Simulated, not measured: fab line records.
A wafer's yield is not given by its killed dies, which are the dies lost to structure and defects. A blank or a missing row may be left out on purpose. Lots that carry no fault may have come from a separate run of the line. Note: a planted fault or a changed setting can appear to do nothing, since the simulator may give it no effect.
fab line records	flow n5Finfet
[record] lots = 12	wafers = 35	lastDay = 18
route steps=1938 shown STI_FIN_REVEAL@199 DUMMY_GATE@214 PASSIVATION@1936
lots that met no fault: taken from a fault-free run of the same line
startH: start of the lot's first displayed wafer, in hours after the record's first day	waitH: hours from the lot's prior step to this one	" unchanged from the row above	L1.1+2: a row that stands for several wafers	- value missing, or start not given	* or withheld: withheld	< > ~ a bound
route shown NAME@n: names a module that has steps shown in the file, with the first one's number in the route	usual: mean/standard deviation of fault-free wafers	same: alike in all rows	chamber/n: place in a boat	sites: readings site by site	_std_site: how widely they spread, as a standard deviation	_edge_site: outer sites' mean less inner sites'	radiusMm: for every site, how far away it sits from the centre of the wafer	mask NAME#n: copy n	behind: the last tool/chamber to shape the wafer	hold: cause of the lot's hold/its duration in hours/its outcome	device: the transistor (n, p or np) that didn't switch	end of line: tests run on the same wafers once the route is complete	a step given without rows: its recipe and nothing more	killed: the dies lost at the first sort to structure and to defects; this is not the yield of the wafer	map: shows each die of a wafer: x if killed, . if not, _ if none is there
set.NAME: the setting the step ran with; set.NAME@STEP: the setting that earlier step ran with	model.NAME: the simulator's own value behind a step, which no gauge read
a sample of lots followed through the steps of the route, with each step as a table and each wafer as a row
services: a tool's chamber out of use, with start hour (startH, from the record's first day; less than 0 if before it), hours out, and reason
[[steps]]
[step N5_STI_FIN_REVEAL_ETCH_34]
[recipe] chemistry = H2	mode = isotropic	material = Si	target = Si	targetDepthA = 9.7	tempC = 20	pressureMtorr = 4.5	icpW = 300	biasW = 0	h2FlowSccm = 7.5	heFlowSccm = 142.5
[usual] drypumpMotorCurrentA = 5.7/0.49	oesProductAu = 0.999/0.02	rfFwdPowerW = 296.9/1.4	throttleValvePct = 25.9/0.45
[same] biasW = 0
lot.wafer	tool	chamber	startH	waitH	drypumpMotorCurrentA	oesProductAu	rfFwdPowerW	rfHoursCounterH	throttleValvePct
L284.1	rieSi-01	3	36.95	0.2	5.5	1.011	296.8	196	26.3
L284.4	"	2	"	"	5.5	1.023	296.1	116	26.1
L284.6	"	2	"	"	5.5	1.027	295.1	-	26.1
L285.2	rieSi-01	1	41.77	0.1	5.4	0.999	296.9	175	26.5
L285.3	"	3	"	"	5.5	1.010	297.8	196	26.3
L285.6	"	0	"	"	6.6	1.018	297.1	-	25.2
L287.2	rieSi-01	1	56.74	0.1	5.4	1.002	296.8	175	26.5
L287.6	"	3	"	"	5.5	1.000	297.7	-	26.4
L288.2	rieSi-02	0	62.02	0.1	5.9	1.006	295.6	32	26.2
L288.3	"	2	"	"	5.7	1.009	295.6	178	25.4
L288.5	"	2	"	"	5.7	1.003	297.1	-	25.4
L291.1	rieSi-01	1	79.23	0.2	5.4	1.004	298.0	176	26.5
L291.2	"	3	"	"	5.5	1.011	297.4	197	26.4
L291.4	"	0	"	"	6.6	1.023	296.2	76	25.3
L293.1	rieSi-03	1	92.35	0.2	5.0	1.000	298.2	103	26.3
L293.5	"	3	"	"	5.3	0.984	294.3	-	26.0
L293.6	"	0	"	"	5.9	0.966	297.2	-	25.8
L295.1	rieSi-03	0	105.56	0.2	5.9	0.962	298.0	120	25.8
L295.3	"	1	"	"	5.0	1.013	296.8	103	26.3
L295.5	"	0	"	"	5.9	0.973	297.2	-	25.8
L300.3	rieSi-03	3	133.64	0.1	5.3	0.966	295.0	133	26.0
L300.4	"	0	"	"	5.8	0.967	296.9	121	25.8
L300.6	"	1	"	"	5.0	0.994	298.4	-	26.3
L301.2	rieSi-03	1	139.14	0.1	5.0	0.984	298.1	104	26.3
L301.3	"	0	"	"	5.9	0.953	297.2	121	25.8
L301.5	"	1	"	"	5.1	0.979	298.2	-	26.3
L305.2	rieSi-01	1	162.78	0.1	5.5	0.999	297.6	177	26.5
L305.5	"	0	"	"	6.6	1.007	298.8	-	25.3
L305.6	"	1	"	"	5.4	0.998	298.6	-	26.5
L306.4	rieSi-03	1	168.03	0.1	5.0	0.999	298.4	105	26.3
L306.5	"	1	"	"	5.0	1.003	297.4	-	26.3
L306.6	"	0	"	"	5.9	0.958	296.5	-	25.8
L307.2	rieSi-01	1	175.55	0.1	5.4	0.995	297.0	178	26.5
L307.3	"	3	"	"	5.5	0.989	297.4	1	25.5
L307.6	"	3	"	"	5.5	0.998	298.6	-	25.6
[step N5_STI_FIN_REVEAL_OXIDATION_31]
[recipe] chemistry = O2_PLASMA_REMOTE	tempC = 150	timeS = 20	pressureMtorr = 1000	sourcePowerW = 2000	o2FlowSccm = 3000
[usual] drypumpMotorCurrentA = 5.7/0.42	heaterPowerW = 155/10	rfFwdPowerW = 1981/8.3
lot.wafer	tool	chamber	startH	waitH	drypumpMotorCurrentA	heaterPowerW	rfFwdPowerW	rfHoursCounterH
L284.1	plasmaAsher-01	0	37.01	0.0	5.5	152	1973	38
L284.4	"	1	"	"	6.3	165	1981	-
L284.6	"	0	"	"	5.5	157	1980	-
L285.2	plasmaAsher-01	0	41.83	0.0	5.5	151	1971	39
L285.3	"	1	"	"	6.2	168	1979	-
L285.6	"	0	"	"	5.5	150	1972	-
L287.2	plasmaAsher-01	0	56.80	0.0	5.5	154	1969	42
L287.6	"	1	"	"	6.3	166	1981	-
L288.2	plasmaAsher-01	1	62.08	0.0	6.3	169	1982	44
L288.3	"	0	"	"	5.5	153	1964	-
L288.5	"	1	"	"	6.3	166	1979	-
L291.1	plasmaAsher-02	1	79.29	0.0	5.8	142	1987	78
L291.2	"	0	"	"	5.2	160	1979	78
L291.4	"	0	"	"	5.1	159	1979	-
L293.1	plasmaAsher-02	0	92.41	0.0	5.1	158	1981	80
L293.5	"	0	"	"	5.1	158	1977	-
L293.6	"	1	"	"	5.8	136	1980	-
L295.1	plasmaAsher-02	0	105.62	0.0	5.1	158	1987	83
L295.3	"	1	"	"	5.8	136	1992	-
L295.5	"	1	"	"	5.8	139	1987	-
L300.3	plasmaAsher-02	0	133.72	0.1	5.1	158	1982	-
L300.4	"	1	"	"	5.8	144	1990	-
L300.6	"	1	"	"	5.8	139	1995	-
L301.2	plasmaAsher-01	1	139.22	0.1	6.3	167	1969	58
L301.3	"	1	"	"	6.3	168	1980	-
L301.5	"	1	"	"	6.2	167	1976	-
L305.2	plasmaAsher-02	0	162.84	0.0	5.1	157	1983	95
L305.5	"	0	"	"	5.1	162	1996	-
L305.6	"	1	"	"	5.8	138	1982	-
L306.4	plasmaAsher-01	0	168.11	0.1	5.4	156	1970	-
L306.5	"	1	"	"	6.2	168	1968	-
L306.6	"	0	"	"	5.5	152	1978	-
L307.2	plasmaAsher-02	0	175.61	0.0	5.1	156	1986	97
L307.3	"	0	"	"	5.1	156	1988	-
L307.6	"	1	"	"	5.7	134	1983	-
[step N5_DUMMY_GATE_ALD_02]
[recipe] material = SiO2	targetThkA = 20	tempC = 300	aldPrecursorFamily = BDEAS	aldCoReactant = O2-plasma	pulseTimeS = 1	pressureTorr = 2
[usual] heaterPowerW = 470/46	precursorPulseHeightRel = 1.001/0.022
lot.wafer	tool	chamber	startH	waitH	heaterPowerW	precursorPulseHeightRel
L284.1	aldSin-01	1	38.34	0.6	448	0.989
L284.4	"	2	"	"	464	0.985
L284.6	"	0	"	"	527	1.029
L285.2	aldSin-04	0	44.20	1.7	427	0.995
L285.3	"	2	"	"	461	0.986
L285.6	"	0	"	"	427	1.012
L287.2	aldSin-02	3	57.54	0.0	421	1.051
L287.6	"	1	"	"	451	1.004
L288.2	aldSin-04	2	62.81	0.0	473	1.014
L288.3	"	3	"	"	560	0.999
L288.5	"	3	"	"	557	0.948
L291.1	aldSin-04	3	80.03	0.0	552	1.014
L291.2	"	1	"	"	408	0.956
L291.4	"	2	"	"	470	0.989
L293.1	aldSin-04	0	94.14	1.0	431	1.026
L293.5	"	2	"	"	470	1.020
L293.6	"	1	"	"	404	1.001
L295.1	aldSin-02	3	106.35	0.0	416	1.043
L295.3	"	0	"	"	471	0.966
L295.5	"	0	"	"	470	1.019
L300.3	aldSin-01	3	134.61	0.0	447	1.001
L300.4	"	0	"	"	526	1.019
L300.6	"	1	"	"	434	1.035
L301.2	aldSin-02	1	140.16	0.0	450	1.009
L301.3	"	0	"	"	468	1.005
L301.5	"	3	"	"	415	1.008
L305.2	aldSin-04	2	163.57	0.0	482	0.981
L305.5	"	3	"	"	549	0.990
L305.6	"	2	"	"	475	1.013
L306.4	aldSin-01	2	168.82	0.0	434	0.989
L306.5	"	1	"	"	441	0.988
L306.6	"	0	"	"	526	0.992
L307.2	aldSin-02	0	176.44	0.0	473	1.009
L307.3	"	3	"	"	423	0.965
L307.6	"	0	"	"	475	0.986
[step N5_DUMMY_GATE_COAT_09]
[recipe] resist = CAR-EUV	spinRpm = 1500	resistThkNm = 30
[usual] spinSpeedRpm = 1500.0/1.2
lot.wafer	tool	chamber	startH	waitH	spinSpeedRpm
L284.1	lithoTrack-01	0	46.56	-	1498.8
L284.4	"	0	"	"	1498.1
L284.6	"	0	"	"	1499.2
L285.2	lithoTrack-02	0	54.27	-	1500.4
L285.3	"	0	"	"	1501.9
L285.6	"	0	"	"	1500.4
L287.2	lithoTrack-02	0	70.67	-	1499.7
L287.6	"	0	"	"	1498.5
L288.2	lithoTrack-05	0	74.58	-	1499.3
L288.3	"	0	"	"	1497.9
L288.5	"	0	"	"	1500.2
L291.1	lithoTrack-02	0	88.18	-	1500.4
L291.2	"	0	"	"	1498.6
L291.4	"	0	"	"	1499.7
L293.1	lithoTrack-05	0	102.25	-	1498.9
L293.5	"	0	"	"	1500.4
L293.6	"	0	"	"	1500.1
L295.1	lithoTrack-01	0	114.47	-	1500.2
L295.3	"	0	"	"	1500.4
L295.5	"	0	"	"	1499.5
L300.3	lithoTrack-05	0	142.75	-	1543.8
L300.4	"	0	"	"	1540.8
L300.6	"	0	"	"	1543.3
L301.2	lithoTrack-05	0	148.30	-	1542.0
L301.3	"	0	"	"	1542.7
L301.5	"	0	"	"	1541.7
L305.2	lithoTrack-01	0	171.70	-	1501.2
L305.5	"	0	"	"	1498.2
L305.6	"	0	"	"	1499.9
L306.4	lithoTrack-01	0	178.76	-	1498.8
L306.5	"	0	"	"	1499.6
L306.6	"	0	"	"	1498.9
L307.2	lithoTrack-02	0	186.38	-	1498.9
L307.3	"	0	"	"	1500.9
L307.6	"	0	"	"	1499.6
[step N5_PASSIVATION_PROBE_49]
[usual] killed_at_M0_to_M3 = 32/11	killed_at_M4_up = 12/4.4	killedAtContacts = 13/6.1	killedAtFrontEnd = 39/12	killedAtOther = 3.9/3	killedDies = 100/17	killedOpen = 66/12	killedShort = 33/7.4
[same] grossDies = 1180	killedAtBackSide = 0
lot.wafer	tool	chamber	startH	waitH	killed_at_M0_to_M3	killed_at_M4_up	killedAtContacts	killedAtFrontEnd	killedAtOther	killedDies	killedOpen	killedShort
L300.3	prober-01	-	392.21	0.1	19	16	23	25	1	84	63	20
L300.4	prober-01	-	392.26	0.2	19	13	12	27	2	73	50	22
L300.6	prober-01	-	392.36	0.3	26	20	12	25	3	86	57	27
// killed by level:class
L300.3 MOL_CONTACT_COAG:geometricParticle:open=19 BEOL_M4:geometricParticle:open=13 GATE_CUT:geometricParticle:short=7 BEOL_M2:geometricParticle:open=7 STI_FIN_REVEAL:geometricParticle:open=4 MOL_CONTACT_COAG:geometricParticle:short=3 BEOL_M0_SAQP:geometricParticle:open=3 BEOL_M1:geometricParticle:open=3
L300.4 MOL_CONTACT_COAG:geometricParticle:open=10 FIN_SAQP:geometricParticle:open=6 BEOL_M2:geometricParticle:open=6 BEOL_M0_SAQP:geometricParticle:open=5 BEOL_M4:geometricParticle:open=5 STARTING-WAFER:geometricParticle:short=5 FIN_SAQP:geometricParticle:short=4 GATE_CUT:geometricParticle:open=3
L300.6 BEOL_M4:geometricParticle:open=13 MOL_CONTACT_COAG:geometricParticle:open=9 BEOL_M1:geometricParticle:open=8 DUMMY_GATE:geometricParticle:open=4 GATE_CUT:geometricParticle:open=4 GATE_CUT:geometricParticle:short=4 BEOL_M0_SAQP:geometricParticle:open=4 BEOL_M3:geometricParticle:short=4
[[services]]
tool	chamber	startH	hours	kind
rieSi-02	0	18.98	2.7	repair
aldSin-02	0	19.49	2.8	repair
aldSin-02	-	34.53	14.6	pm
aldSin-02	-	58.13	1.8	repair
rieSi-02	-	65.70	2.8	pm
lithoTrack-02	-	84.81	-	consumableReplace:filter
aldSin-01	-	85.25	14.0	pm
aldSin-01	0	85.25	14.0	ventCycle
aldSin-01	1	85.25	14.0	ventCycle
aldSin-01	2	85.25	14.0	ventCycle
aldSin-01	3	85.25	14.0	ventCycle
rieSi-03	1	94.00	6.1	repair
aldSin-01	0	99.25	-	clean
rieSi-03	2	107.29	3.7	repair
rieSi-01	3	117.00	-	clean
rieSi-01	3	117.00	20.4	scheduledDown
rieSi-01	3	117.00	20.4	ventCycle
rieSi-02	1	141.54	4.6	repair
lithoTrack-05	-	142.53	-	consumableReplace:filter
aldSin-04	3	148.02	13.1	repair
plasmaAsher-01	-	148.73	0.3	repair
aldSin-02	-	155.19	0.6	repair
plasmaAsher-01	-	155.41	2.2	repair
rieSi-01	-	184.40	2.8	pm
[[key]]
[firstSign] step = N5_DUMMY_GATE_COAT_09	reading = spinSpeedRpm	direction = up	sigmas = 37	usual = *	struck = *
effect none on later readings
metAt N5_DUMMY_GATE_COAT_09
struckLots L300,L301
testerLeftOut L300,L301
notActingAt N5_STI_FIN_REVEAL_ETCH_34,N5_STI_FIN_REVEAL_OXIDATION_31,N5_DUMMY_GATE_ALD_02
onsetBetween 102.25 142.75
[fault] kind = processParameterDrift	tool = lithoTrack-05	chamber = -	onsetH = 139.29	steps = N5_DUMMY_GATE_COAT_09	channel = spinRpm	offset = *	shape = step	endH = 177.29	actsIn = *	stated = *
// testerLeftOut: of these lots the tester's yield and bins aren't shown, on N5 and GAA mostly nor the transistor test; their killed dies are dies lost to structure and defects alone, not to doping, threshold or leakage, so they don't give the yield
